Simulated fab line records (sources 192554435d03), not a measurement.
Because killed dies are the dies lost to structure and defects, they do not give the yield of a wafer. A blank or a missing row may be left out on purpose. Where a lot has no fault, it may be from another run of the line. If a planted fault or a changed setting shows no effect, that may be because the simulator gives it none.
Lot-split experiment ; flow n5-finfet ; 21 wafers read across 7 lots, on a route 1938 steps long

## THE SPLIT ITSELF
At N5_BEOL_M6_HM_DEP_02 (deposits TiN, target thk 20 nm), the setting target-thk-a was moved away from the recipe's 200 angstrom on 9 of the 21 wafers read, by -8.8% to +12.7%. The other wafers ran this setting at the recipe's value.

## FROM THE SPLIT TO THE READING: what the file shows between them, 8 steps
- N5_BEOL_M6_COAT_59: time 60 s, resist thk 100 nm
- N5_BEOL_M6_COAT_60: time 60 s, resist thk 35 nm
- N5_BEOL_M6_STRIP_68: strips in N2/H2
- N5_BEOL_M6_STRIP_67: strips in CF4
- N5_BEOL_M6_HM_OPEN_17: chemistry Cl2/BCl3, target TiN, target depth 20 nm, overetch 6 nm
- N5_BEOL_M6_STRIP_19: strips in O2
- N5_BEOL_M6_STRIP_76: strips in C4F6/O2
- N5_BEOL_M6_STRIP_36: strips in N2/H2

## THE READING
TiN_of_BEOL_M6_HM_DEP_02.thk-nm (the simulator's own value, which no gauge read), in nm, at N5_BEOL_M6_TRENCH_ETCH_37 (etches SiCOH lowk in C4F6/O2, target depth 94.435 nm, time 31.5 s). No usual value for it is given in the file. The 12 wafers here that ran the recipe average 17.4 nm, standard deviation 0.19 nm.

wafer;tool, chamber at the split;target-thk-a as run, angstrom;against the recipe;TiN_of_BEOL_M6_HM_DEP_02.thk-nm, nm;against lot-mates on the recipe
L076.1;pvd-sputter-03, -;200;recipe;17.6;-
L076.3;pvd-sputter-03, -;200;recipe;17.4;-
L076.5;pvd-sputter-03, -;200;recipe;17.2;-
L080.1;pvd-sputter-02, -;225.5;+12.7%;20;+2.4
L080.3;pvd-sputter-02, -;225.5;+12.7%;20;+2.4
L080.6;pvd-sputter-02, -;200;recipe;17.6;-
L081.3;pvd-sputter-01, -;192.6;-3.7%;16.8;no lot-mate on the recipe
L081.4;pvd-sputter-01, -;192.6;-3.7%;16.6;no lot-mate on the recipe
L081.6;pvd-sputter-01, -;192.6;-3.7%;16.4;no lot-mate on the recipe
L083.2;pvd-sputter-02, -;206.9;+3.4%;18.2;+0.6
L083.5;pvd-sputter-02, -;206.9;+3.4%;18.2;+0.6
L083.4;pvd-sputter-02, -;200;recipe;17.6;-
L096.2;pvd-sputter-02, -;200;recipe;17;-
L096.4;pvd-sputter-02, -;200;recipe;17.2;-
L096.6;pvd-sputter-02, -;182.3;-8.8%;15.4;-1.7
L095.1;pvd-sputter-02, -;200;recipe;17.2;-
L095.3;pvd-sputter-02, -;200;recipe;17.6;-
L095.4;pvd-sputter-02, -;200;recipe;17.4;-
L097.1;pvd-sputter-02, -;183.9;-8.1%;16.2;-1.2
L097.3;pvd-sputter-02, -;200;recipe;17.4;-
L097.6;pvd-sputter-02, -;200;recipe;17.4;-

FIT RESULTS
A straight line over all 21 wafers: TiN_of_BEOL_M6_HM_DEP_02.thk-nm changes by +0.203 nm for each +1% of target-thk-a; r = +0.98; the points scatter about the line by 0.2 nm.
The same after taking each lot's own level away (the mean of its wafers on the recipe; 18 wafers): +0.183 nm for each +1%; r = +0.99; scatter 0.13 nm.
That fit puts the effect of the largest move of target-thk-a on the reading at 2.3 nm.
The lots' own levels span 17.10 to 17.60 nm, that is 2.6 times the standard deviation above.
In other words, the slope is changed by the lot-to-lot level; the two fits disagree.
Check: +2.31 nm against its lot-mates is what the line predicts for one of the wafers moved furthest among these (+12.7%) when that wafer is left out of the fit. Against them it came out at +2.4 nm.

## ADDITIONAL SPLITS CARRIED BY THESE WAFERS
These wafers also went through other splits before the reading. Each is held against what the fit with the lots' levels taken away leaves over:
other split on the same wafers;wafers away from the commonest value;r with TiN_of_BEOL_M6_HM_DEP_02.thk-nm (lot level and that fit taken away)
N5_BEOL_M5_TRENCH_ETCH_37 time-s;5;-0.09
N5_BEOL_M6_ILD_DEP_00 time-s;4;-0.30

## THE WHOLE CHAIN: every reading that the file lists as answering this split, in the file's order
step;what it does;reading;change (the file's fit);r (the file's)
N5_BEOL_M6_HM_DEP_02;deposits TiN, target thk 20 nm;TiN_of_BEOL_M6_HM_DEP_02.thk-nm (the simulator's own value, which no gauge read);+0.191 nm for each +1% of the setting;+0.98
N5_BEOL_M6_HM_OPEN_17;chemistry Cl2/BCl3, target TiN, target depth 20 nm, overetch 6 nm;etch.depth-nm (the simulator's own value, which no gauge read);+0.189 nm for each +1% of the setting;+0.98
N5_BEOL_M6_TRENCH_ETCH_37;etches SiCOH lowk in C4F6/O2, target depth 94.435 nm, time 31.5 s;TiN_of_BEOL_M6_HM_DEP_02.thk-nm (the simulator's own value, which no gauge read);+0.181 nm for each +1% of the setting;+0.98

## THE FILE'S OWN FIT
TiN_of_BEOL_M6_HM_DEP_02.thk-nm changes by +0.181 nm for each +1% of target-thk-a, r = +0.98.
